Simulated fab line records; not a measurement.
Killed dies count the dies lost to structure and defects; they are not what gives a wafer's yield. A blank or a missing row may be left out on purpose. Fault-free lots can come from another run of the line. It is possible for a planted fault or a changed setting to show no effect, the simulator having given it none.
fab line records -- flow nand-harc
record: lots: 12, wafers: 36, last-day: 33
route steps=1302 shown THIN_TSV@1250 END@1302
lots that met no fault: taken from a fault-free run of the same line
start-h: the number of hours between the record's first day and the start of the first shown wafer of the lot -- wait-h: hours elapsed since this lot's preceding step -- " repeats the value in the row above -- L1.1+2: several wafers, shown together as one row -- - value missing, or start not given -- * or withheld: withheld -- < > ~ a bound
route shown NAME@n: NAME is a module with steps in the file, n the number in the route of the first one -- usual: mean/standard deviation of fault-free wafers -- same: alike in all rows -- chamber/n: place in a boat -- sites: each site's reading -- _std_site: the values' standard deviation -- _edge_site: mean of outer sites minus mean of inner sites -- radius-mm: for every site, how far away it sits from the centre of the wafer -- mask NAME#n: copy n -- behind: tool/chamber where the wafer was last shaped -- hold: why the lot went on hold/how many hours it stayed there/how the hold came to an end -- device: the transistor (n, p or np) that didn't switch -- end of line: tests of these same wafers at the route's end -- a step without rows: its recipe alone -- killed: dies that structure and defects cost at the first sort, which is not the same as the wafer's yield -- map: per-die view of a wafer (x killed, . not killed, _ where there is no die)
set.NAME: the run value of the setting; set.NAME@STEP: its run value at that earlier step -- model.NAME: the simulator's own value behind a step, which no gauge read
one table for each step of the route and one row for each wafer, over a sample of lots
services: a tool's chamber out of use, with start hour (start-h, from the record's first day; less than 0 if before it), hours out, and reason
== steps ==
step: NHARC_THIN_TSV_DEP_43
recipe: target-thk-a: 13285, temp-c: withheld, pressure-torr: 6.5, rf-w: 900, teos-flow-sccm: 161.4, flow-sccm: 2650, target-thk-nm: 1328.5, gas: O2, material: SiO2
usual: throttle-valve-pct: 16.0/0.59
lot.wafer,tool,chamber,start-h,wait-h,throttle-valve-pct
L452.3,pecvd-01,0,560.08,-,15.9
L452.4,pecvd-01,2,560.08,-,16.4
L452.5,pecvd-01,0,560.08,-,16.0
L453.3,pecvd-01,2,565.97,-,16.3
L453.6,pecvd-01,0,565.97,-,16.1
L453.5,pecvd-01,1,565.97,-,16.4
L455.3,pecvd-03,2,608.77,-,16.1
L455.4,pecvd-03,2,608.77,-,16.2
L455.6,pecvd-03,0,608.77,-,16.7
L458.2,pecvd-02,0,613.07,-,16.2
L458.5,pecvd-02,0,613.07,-,16.1
L458.4,pecvd-02,1,613.07,-,16.3
L460.1,pecvd-01,0,630.64,-,16.4
L460.4,pecvd-01,0,630.64,-,16.3
L460.5,pecvd-01,1,630.64,-,16.5
L461.3,pecvd-02,1,653.86,-,16.4
L461.2,pecvd-02,0,653.86,-,16.1
L461.5,pecvd-02,1,653.86,-,16.6
L467.3,pecvd-02,1,695.17,-,16.7
L467.1,pecvd-02,0,695.17,-,16.2
L467.5,pecvd-02,0,695.17,-,16.4
L470.1,pecvd-02,1,747.01,-,17.0
L470.5,pecvd-02,2,747.01,-,15.2
L470.4,pecvd-02,1,747.01,-,17.0
L472.1,pecvd-02,2,754.96,-,15.1
L472.3,pecvd-02,1,754.96,-,16.8
L472.5,pecvd-02,2,754.96,-,15.3
L471.1,pecvd-02,1,756.24,-,16.8
L471.6,pecvd-02,2,756.24,-,15.2
L471.4,pecvd-02,0,756.24,-,16.0
L473.3,pecvd-01,0,761.23,-,15.9
L473.5,pecvd-01,1,761.23,-,16.1
L473.4,pecvd-01,2,761.23,-,15.8
L474.1,pecvd-01,1,781.30,-,16.1
L474.5,pecvd-01,2,781.30,-,15.8
L474.4,pecvd-01,1,781.30,-,16.2
step: NHARC_THIN_TSV_ETCH_15
recipe: target-depth-a: 30000, bosch-target-overetch-cycles: 2, bosch-etch-step-s: 2.8, bosch-dep-step-s: 1.2, bosch-cycles: 14
usual: drypump-motor-current-A: 5.8/0.42
same: bosch-etch-step-s: 2.8
lot.wafer,tool,chamber,start-h,wait-h,drypump-motor-current-A,rf-hours-counter-h
L452.4,rie-si-01,3,561.78,-,6.4,0
L452.3,rie-si-01,0,561.78,-,5.5,0
L452.5,rie-si-01,2,561.78,-,6.1,-
L453.3,rie-si-01,1,567.92,-,5.9,0.1
L453.6,rie-si-01,0,567.92,-,5.5,-
L453.5,rie-si-01,1,567.92,-,5.9,-
L455.4,rie-si-03,0,610.27,-,6.0,0.1
L455.3,rie-si-03,1,610.27,-,5.1,0.1
L455.6,rie-si-03,3,610.27,-,5.3,-
L458.2,rie-si-03,3,614.75,-,5.3,0.2
L458.4,rie-si-03,0,614.75,-,6.0,0.2
L458.5,rie-si-03,2,614.75,-,6.5,-
L460.4,rie-si-03,0,632.15,-,6.0,0.2
L460.1,rie-si-03,3,632.15,-,5.3,0.3
L460.5,rie-si-03,1,632.15,-,5.1,-
L461.2,rie-si-01,1,655.51,-,5.9,0.6
L461.3,rie-si-01,2,655.51,-,6.1,0.7
L461.5,rie-si-01,0,655.51,-,5.5,-
L467.3,rie-si-05,0,696.81,-,5.5,0.2
L467.1,rie-si-05,3,696.81,-,5.8,0.2
L467.5,rie-si-05,1,696.81,-,5.3,-
L470.1,rie-si-01,0,748.46,-,5.4,0.1
L470.4,rie-si-01,2,748.46,-,6.1,0.1
L470.5,rie-si-01,3,748.46,-,6.4,-
L472.3,rie-si-05,2,756.61,-,6.0,0.5
L472.1,rie-si-05,3,756.61,-,5.8,0.5
L472.5,rie-si-05,2,756.61,-,6.0,-
L471.1,rie-si-05,1,757.82,-,5.3,0.6
L471.4,rie-si-05,3,757.82,-,5.8,0.5
L471.6,rie-si-05,1,757.82,-,5.3,-
L473.4,rie-si-01,3,762.89,-,6.4,0.3
L473.3,rie-si-01,1,762.89,-,5.9,0.1
L473.5,rie-si-01,0,762.89,-,5.5,-
L474.1,rie-si-01,1,782.86,-,5.9,0.2
L474.4,rie-si-01,0,782.86,-,5.5,0.3
L474.5,rie-si-01,2,782.86,-,6.2,-
step: NHARC_THIN_TSV_CD_MEAS_37
usual: cd-nm: 4999.8/2.2
lot.wafer,tool,chamber,start-h,wait-h,cd-nm
L452.3,cd-sem-03,-,568.65,-,5001.0
L452.4,cd-sem-03,-,568.65,-,5002.3
L452.5,cd-sem-03,-,568.65,-,5002.7
L453.3,cd-sem-02,-,574.80,-,5003.2
L453.5,cd-sem-02,-,574.80,-,5004.3
L453.6,cd-sem-02,-,574.80,-,5004.3
L455.3,cd-sem-03,-,618.25,-,4999.3
L455.4,cd-sem-03,-,618.25,-,4999.5
L455.6,cd-sem-03,-,618.25,-,4999.6
L458.2,cd-sem-01,-,621.14,-,4998.2
L458.4,cd-sem-01,-,621.14,-,5002.1
L458.5,cd-sem-01,-,621.14,-,5000.0
L460.1,cd-sem-01,-,638.71,-,5000.5
L460.4,cd-sem-01,-,638.71,-,4996.9
L460.5,cd-sem-01,-,638.71,-,4999.6
L461.2,cd-sem-02,-,662.08,-,4999.5
L461.3,cd-sem-02,-,662.08,-,4999.3
L461.5,cd-sem-02,-,662.08,-,4998.7
L467.1,cd-sem-01,-,704.52,-,4998.3
L467.3,cd-sem-01,-,704.52,-,4996.6
L467.5,cd-sem-01,-,704.52,-,4997.3
L470.1,cd-sem-02,-,755.28,-,4999.3
L470.4,cd-sem-02,-,755.28,-,4998.1
L470.5,cd-sem-02,-,755.28,-,4997.7
L472.1,cd-sem-01,-,763.13,-,4999.5
L472.3,cd-sem-01,-,763.13,-,4999.2
L472.5,cd-sem-01,-,763.13,-,4998.2
L471.1,cd-sem-01,-,764.27,-,4995.4
L471.4,cd-sem-01,-,764.27,-,4998.3
L471.6,cd-sem-01,-,764.27,-,4999.3
L473.3,cd-sem-03,-,769.29,-,5002.0
L473.4,cd-sem-03,-,769.29,-,5000.6
L473.5,cd-sem-03,-,769.29,-,5000.4
L474.1,cd-sem-01,-,789.64,-,4999.9
L474.4,cd-sem-01,-,789.64,-,5003.4
L474.5,cd-sem-01,-,789.64,-,5001.2
step: NHARC_THIN_TSV_ANNEAL_58
recipe: temp-c: 400, time-s: 1800
usual: spike-tc-bottom-C: 424.3/1.7, spike-tc-centre-C: 399.8/1.4, spike-tc-lower-C: 398.8/1.3, spike-tc-top-C: 427.8/1.2, spike-tc-upper-C: 399.7/2.2, zone-power-top-pct: 10.45/0.14
lot.wafer,tool,chamber,start-h,wait-h,spike-tc-bottom-C,spike-tc-centre-C,spike-tc-lower-C,spike-tc-top-C,spike-tc-upper-C,zone-power-top-pct
L452.3,furnace-01,0,571.80,3.1,425.5,399.6,399.3,426.9,398.4,10.25
L452.4,furnace-01,0,571.80,3.1,425.8,400.5,399.2,425.3,399.6,10.52
L452.5,furnace-01,0,571.80,3.1,424.2,400.8,401.3,427.3,400.0,10.45
L453.3,furnace-05,0,577.87,3.1,423.3,400.0,397.8,429.4,401.8,10.55
L453.5,furnace-05,0,577.87,3.1,421.7,399.5,398.0,427.6,402.2,10.51
L453.6,furnace-05,0,577.87,3.1,423.7,400.0,397.8,427.2,401.7,10.30
L455.3,furnace-05,0,620.03,1.8,422.5,397.9,398.1,429.4,399.7,10.28
L455.4,furnace-05,0,620.03,1.8,423.3,399.2,397.1,428.3,402.5,10.18
L455.6,furnace-05,0,620.03,1.8,421.9,398.9,397.4,428.1,401.2,10.44
L458.2,furnace-05,0,626.29,5.1,424.4,398.7,398.6,428.3,402.9,10.34
L458.4,furnace-05,0,626.29,5.1,421.2,397.5,398.4,426.7,401.0,10.46
L458.5,furnace-05,0,626.29,5.1,425.1,397.5,398.0,427.2,400.5,10.60
L460.1,furnace-02,0,640.84,2.1,424.6,400.5,400.9,427.8,398.2,10.56
L460.4,furnace-02,0,640.84,2.1,426.5,400.0,401.0,427.3,397.5,10.56
L460.5,furnace-02,0,640.84,2.1,424.7,399.4,398.6,428.9,399.9,10.63
L461.2,furnace-05,0,665.68,3.6,450.6,425.4,423.9,454.8,427.8,11.35
L461.3,furnace-05,0,665.68,3.6,447.8,425.5,428.2,453.8,428.7,11.33
L461.5,furnace-05,0,665.68,3.6,449.5,423.8,424.6,454.9,430.6,11.21
L467.1,furnace-05,0,707.59,3.1,449.8,427.8,423.3,456.0,430.1,11.44
L467.3,furnace-05,0,707.59,3.1,450.1,425.8,426.1,455.0,428.4,11.28
L467.5,furnace-05,0,707.59,3.1,450.1,424.4,425.1,454.5,429.7,11.18
L470.1,furnace-01,0,758.30,3.0,426.1,401.2,399.8,426.1,401.6,10.38
L470.4,furnace-01,0,758.30,3.0,424.2,399.5,399.7,426.4,399.4,10.28
L470.5,furnace-01,0,758.30,3.0,425.6,402.1,397.8,425.7,399.9,10.18
L471.1,furnace-05,0,766.21,1.9,423.1,398.0,397.5,427.8,399.6,10.46
L471.4,furnace-05,0,766.21,1.9,422.5,397.9,398.1,427.4,402.3,10.41
L471.6,furnace-05,0,766.21,1.9,421.8,398.2,398.8,427.6,401.7,10.37
L472.1,furnace-05,0,766.21,3.1,422.5,399.0,396.8,428.3,403.6,10.45
L472.3,furnace-05,0,766.21,3.1,422.4,399.4,398.1,428.1,402.3,10.35
L472.5,furnace-05,0,766.21,3.1,424.7,397.7,399.5,428.5,401.2,10.44
L473.3,furnace-02,0,775.49,6.2,424.4,401.2,397.5,429.1,398.4,10.64
L473.4,furnace-02,0,775.49,6.2,425.8,399.4,401.0,427.8,399.0,10.71
L473.5,furnace-02,0,775.49,6.2,425.4,398.7,398.3,429.5,396.7,10.65
L474.1,furnace-05,0,792.71,3.1,421.7,399.1,396.3,428.4,401.6,10.46
L474.4,furnace-05,0,792.71,3.1,423.8,400.4,396.2,426.6,402.8,10.21
L474.5,furnace-05,0,792.71,3.1,422.6,398.8,396.6,427.0,401.4,10.32
step: NHARC_END_SORT_01
recipe: temp-c: 25
usual: defect-limited-yield: 91.4/2.9, killed-at-array: 54/20, killed-at-other: 0.9/1.1, killed-at-periphery: 3.8/2.4, killed-dies: 58/20, killed-open: 3.5/1.9, killed-short: 2.5/1.6, sort_bin_2_pct: 3.1/1.2, sort_bin_3_pct: 0.6/0.39, sort_bin_4_pct: 4.9/1.7, sort-n-pass: 619/20, sort-rim-yield-pct: 91/4.3, sort-yield-pct: 91.4/2.9
same: gross-dies: 677, sort_bin_5_pct[%]: 0, sort_bin_6_pct[%]: 0, sort_bin_7_pct[%]: 0, sort_bin_8_pct[%]: 0, sort-rim-n-gross: 106.00
lot.wafer,tool,chamber,start-h,wait-h,defect-limited-yield[%],killed-at-array,killed-at-other,killed-at-periphery,killed-dies,killed-open,killed-short,sort_bin_2_pct[%],sort_bin_3_pct[%],sort_bin_4_pct[%],sort-n-pass,sort-rim-yield-pct[%],sort-yield-pct[%]
L452.3,prober-02,0,577.87,3.1,86.7,84,1,5,90,1,0,4.6,0.6,8.1,587,89,86.7
L452.4,prober-02,0,578.68,3.4,87.9,72,4,6,82,4,2,3.2,0.9,8.0,595,79,87.9
L452.5,prober-02,0,579.48,3.7,87.9,76,0,6,82,5,0,4.4,0.4,7.2,595,94,87.9
L455.3,prober-02,0,626.68,3.1,88.5,73,0,5,78,2,4,4.3,1.0,6.2,599,92,88.5
L455.4,prober-02,0,627.49,3.4,87.6,78,2,4,84,3,3,5.3,0.4,6.6,593,87,87.6
L455.6,prober-02,0,629.12,4.1,89.2,69,0,4,73,4,3,3.8,1.5,5.5,604,82,89.2
L458.2,prober-01,0,633.53,2.8,93.8,35,0,7,42,6,2,2.7,0.1,3.4,635,85,93.8
L458.4,prober-01,0,635.15,3.4,94.4,34,1,3,38,3,2,1.5,0.6,3.5,639,90,94.4
L458.5,prober-01,0,635.96,3.7,92.9,43,1,4,48,1,2,2.7,0.9,3.5,629,86,92.9
L460.1,prober-01,0,645.33,2.5,89.4,64,2,6,72,2,1,4.7,0.7,5.2,605,96,89.4
L460.4,prober-01,0,647.71,3.4,90.5,60,1,3,64,2,4,1.9,0.9,6.6,613,91,90.5
L460.5,prober-01,0,648.51,3.7,92.5,46,2,3,51,5,1,3.2,0.1,4.1,626,92,92.5
L461.2,prober-01,0,671.00,2.8,92.3,51,0,1,52,0,1,1.8,1.2,4.7,625,93,92.3
L461.3,prober-01,0,671.80,3.1,93.8,38,0,4,42,5,1,2.8,0.3,3.1,635,91,93.8
L461.5,prober-01,0,673.40,3.7,94.5,31,0,6,37,8,3,2.2,0.4,2.8,640,87,94.5
L471.1,prober-02,0,777.17,2.5,90.0,65,1,2,68,4,1,3.7,0.7,5.6,609,94,90.0
L471.4,prober-02,0,779.58,3.4,90.7,62,0,1,63,5,6,4.1,0.6,4.6,614,97,90.7
L471.6,prober-02,0,781.19,4.0,91.1,58,0,2,60,3,3,4.0,0.3,4.6,617,92,91.1
killed by level:class
L452.3 A_CHANNEL_HOLE_D2:chamber-film-flake=40 A_SLIT:chamber-film-flake=23 A_STAIRCASE:chamber-film-flake=5 P_GATE:chamber-film-flake=4 A_M1:chamber-film-flake=4 A_CHANNEL_HOLE_D1:chamber-film-flake=3 A_SGD_CUT:chamber-film-flake=3 A_CONTACT:chamber-film-flake=3
L452.4 A_CHANNEL_HOLE_D2:chamber-film-flake=33 A_SLIT:chamber-film-flake=10 A_M1:chamber-film-flake=8 A_SGD_CUT:chamber-film-flake=6 A_CONTACT:chamber-film-flake=5 P_GATE:chamber-film-flake=4 THIN_TSV:chamber-film-flake=4 A_CHANNEL_HOLE_D1:chamber-film-flake=3
L452.5 A_CHANNEL_HOLE_D2:chamber-film-flake=39 A_SLIT:chamber-film-flake=16 A_M1:chamber-film-flake=5 A_STAIRCASE:chamber-film-flake=4 A_SGD_CUT:chamber-film-flake=3 A_CONTACT:chamber-film-flake=3 A_SOURCE_PLATE:geometric-particle:open=2 P_ZERO_WELL:chamber-film-flake=2
L455.3 A_CHANNEL_HOLE_D1:chamber-film-flake=26 A_CHANNEL_HOLE_D2:chamber-film-flake=22 A_SLIT:chamber-film-flake=11 A_STAIRCASE:chamber-film-flake=5 A_WL_FILL:chamber-film-flake=4 P_M0:geometric-particle:short=2 A_CHANNEL_HOLE_D2:geometric-particle:short=2 P_GATE:geometric-particle:open=1
L455.4 A_SLIT:chamber-film-flake=31 A_CHANNEL_HOLE_D2:chamber-film-flake=17 A_CHANNEL_HOLE_D1:chamber-film-flake=13 A_STAIRCASE:chamber-film-flake=8 P_ZERO_WELL:chamber-film-flake=2 A_ZERO_WELL:chamber-film-flake=2 THIN_TSV:chamber-film-flake=2 P_M0:geometric-particle:short=1
L455.6 A_CHANNEL_HOLE_D2:chamber-film-flake=18 A_CHANNEL_HOLE_D1:chamber-film-flake=14 A_SLIT:chamber-film-flake=13 A_STAIRCASE:chamber-film-flake=7 A_ZERO_WELL:chamber-film-flake=4 A_CHANNEL_FILL_D2:chamber-film-flake=3 P_ZERO_WELL:chamber-film-flake=2 A_WL_FILL:chamber-film-flake=2
L458.2 A_SLIT:chamber-film-flake=7 A_CHANNEL_HOLE_D2:chamber-film-flake=6 A_CONTACT:chamber-film-flake=5 A_CHANNEL_HOLE_D1:chamber-film-flake=4 A_SGD_CUT:chamber-film-flake=4 P_STI:chamber-film-flake=3 P_GATE:geometric-particle:open=1 P_CONTACT:geometric-particle:open=1
L458.4 A_SLIT:chamber-film-flake=9 A_CHANNEL_HOLE_D2:chamber-film-flake=9 A_CHANNEL_HOLE_D1:chamber-film-flake=4 P_STI:chamber-film-flake=3 A_SGD_CUT:chamber-film-flake=3 A_CONTACT:chamber-film-flake=2 A_ONON_D1:geometric-particle:short=1 A_DECK1_JOINT:geometric-particle:open=1
L458.5 A_SLIT:chamber-film-flake=14 A_CHANNEL_HOLE_D2:chamber-film-flake=13 A_CONTACT:chamber-film-flake=5 A_SGD_CUT:chamber-film-flake=3 P_BONDPAD:chamber-film-flake=2 A_ZERO_WELL:chamber-film-flake=2 P_GATE:geometric-particle:short=1 A_CHANNEL_FILL_D1:geometric-particle:open=1
L460.1 A_CHANNEL_HOLE_D1:chamber-film-flake=41 A_CHANNEL_HOLE_D2:chamber-film-flake=17 P_M1:chamber-film-flake=4 P_CONTACT:geometric-particle:open=2 A_DECK1_JOINT:chamber-film-flake=2 HYBRID_BOND:chamber-film-flake=2 A_WL_FILL:geometric-particle:short=1 A_CHANNEL_FILL_D2:chamber-film-flake=1
L460.4 A_CHANNEL_HOLE_D1:chamber-film-flake=34 A_CHANNEL_HOLE_D2:chamber-film-flake=11 A_SLIT:chamber-film-flake=4 A_WL_FILL:chamber-film-flake=3 A_CHANNEL_FILL_D2:geometric-particle:short=2 P_CONTACT:geometric-particle:open=1 P_M0:geometric-particle:short=1 A_CHANNEL_HOLE_D2:geometric-particle:short=1
L460.5 A_CHANNEL_HOLE_D1:chamber-film-flake=21 A_CHANNEL_HOLE_D2:chamber-film-flake=15 A_WL_FILL:chamber-film-flake=2 A_ONON_D1:geometric-particle:open=1 A_CHANNEL_HOLE_D1:geometric-particle:open=1 A_CHANNEL_FILL_D1:geometric-particle:open=1 A_ONON_D2:geometric-particle:short=1 A_CONTACT:geometric-particle:open=1
L461.2 A_SLIT:chamber-film-flake=28 A_CONTACT:chamber-film-flake=7 A_CHANNEL_HOLE_D2:chamber-film-flake=5 A_STAIRCASE:chamber-film-flake=3 A_CHANNEL_HOLE_D1:chamber-film-flake=2 A_BLC:chamber-film-flake=2 A_CHANNEL_FILL_D2:geometric-particle:short=1 P_STI:chamber-film-flake=1
L461.3 A_SLIT:chamber-film-flake=13 A_CHANNEL_HOLE_D2:chamber-film-flake=10 A_CHANNEL_HOLE_D1:chamber-film-flake=4 A_CONTACT:chamber-film-flake=4 P_M0:geometric-particle:open=3 A_CHANNEL_FILL_D1:chamber-film-flake=2 A_BLC:chamber-film-flake=2 P_CONTACT:geometric-particle:open=1
L461.5 A_SLIT:chamber-film-flake=8 A_CHANNEL_HOLE_D2:chamber-film-flake=4 A_CONTACT:chamber-film-flake=4 A_DECK1_JOINT:chamber-film-flake=3 P_M0:geometric-particle:open=2 A_STAIRCASE:chamber-film-flake=2 P_M0:geometric-particle:short=1 P_M2:geometric-particle:short=1
L471.1 A_SLIT:chamber-film-flake=36 A_CHANNEL_HOLE_D1:chamber-film-flake=11 A_CONTACT:chamber-film-flake=6 A_BLC:chamber-film-flake=4 A_STAIRCASE:chamber-film-flake=2 P_CONTACT:geometric-particle:open=1 A_ONON_D1:geometric-particle:open=1 A_ONON_D2:geometric-particle:open=1
L471.4 A_SLIT:chamber-film-flake=30 A_CHANNEL_HOLE_D1:chamber-film-flake=10 A_BLC:chamber-film-flake=7 A_CONTACT:chamber-film-flake=5 A_WL_FILL:geometric-particle:short=2 P_M1:geometric-particle:open=1 A_SOURCE_PLATE:geometric-particle:open=1 A_ONON_D1:geometric-particle:open=1
L471.6 A_SLIT:chamber-film-flake=30 A_CHANNEL_HOLE_D1:chamber-film-flake=7 A_BLC:chamber-film-flake=6 A_CONTACT:chamber-film-flake=4 A_STAIRCASE:chamber-film-flake=2 P_GATE:geometric-particle:open=1 A_ONON_D1:geometric-particle:short=1 A_CHANNEL_FILL_D1:geometric-particle:short=1
== services ==
tool,chamber,start-h,hours,kind
rie-si-01,-,547.00,9.0,pm
rie-si-01,0,547.00,9.0,vent-cycle
rie-si-01,1,547.00,9.0,vent-cycle
rie-si-01,2,547.00,9.0,vent-cycle
pecvd-02,-,564.00,3.3,repair
pecvd-03,-,565.96,13.0,pm
furnace-02,-,567.53,26.0,pm
rie-si-03,-,575.00,9.0,pm
pecvd-02,-,589.38,13.0,pm
rie-si-05,3,608.48,6.1,repair
pecvd-02,-,627.41,1.7,repair
pecvd-02,-,645.17,0.7,repair
rie-si-01,3,656.79,1.7,repair
rie-si-05,-,659.00,9.0,pm
rie-si-01,3,672.04,24.2,repair
pecvd-01,-,673.25,13.0,pm
pecvd-01,-,699.31,1.6,repair
pecvd-03,1,714.95,2.0,repair
pecvd-03,2,719.15,2.3,repair
rie-si-01,-,724.00,9.0,pm
furnace-05,-,730.40,9.2,repair
pecvd-03,-,747.07,13.0,pm
rie-si-03,-,752.00,9.0,pm
pecvd-02,-,770.38,13.0,pm
== key ==
first-sign: step: NHARC_THIN_TSV_ANNEAL_58, reading: spike-tc-top-C, direction: up, sigmas: 23, usual: 427.8, struck: 454.8
effect: step: NHARC_THIN_TSV_ANNEAL_58, reading: spike-tc-lower-C, direction: up, sigmas: 20, usual: 398.8, struck: 425.2
met-at NHARC_THIN_TSV_ANNEAL_58
struck-lots L461,L467
not-acting-at NHARC_THIN_TSV_DEP_43,NHARC_THIN_TSV_ETCH_15,NHARC_THIN_TSV_CD_MEAS_37
onset-between 626.29 665.68
fault: kind: process-parameter-drift, tool: furnace-05, chamber: -, onset-h: 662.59, steps: NHARC_THIN_TSV_ANNEAL_58, channel: temp-c, offset: *, shape: step, end-h: 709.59, acts-in: *, stated: *
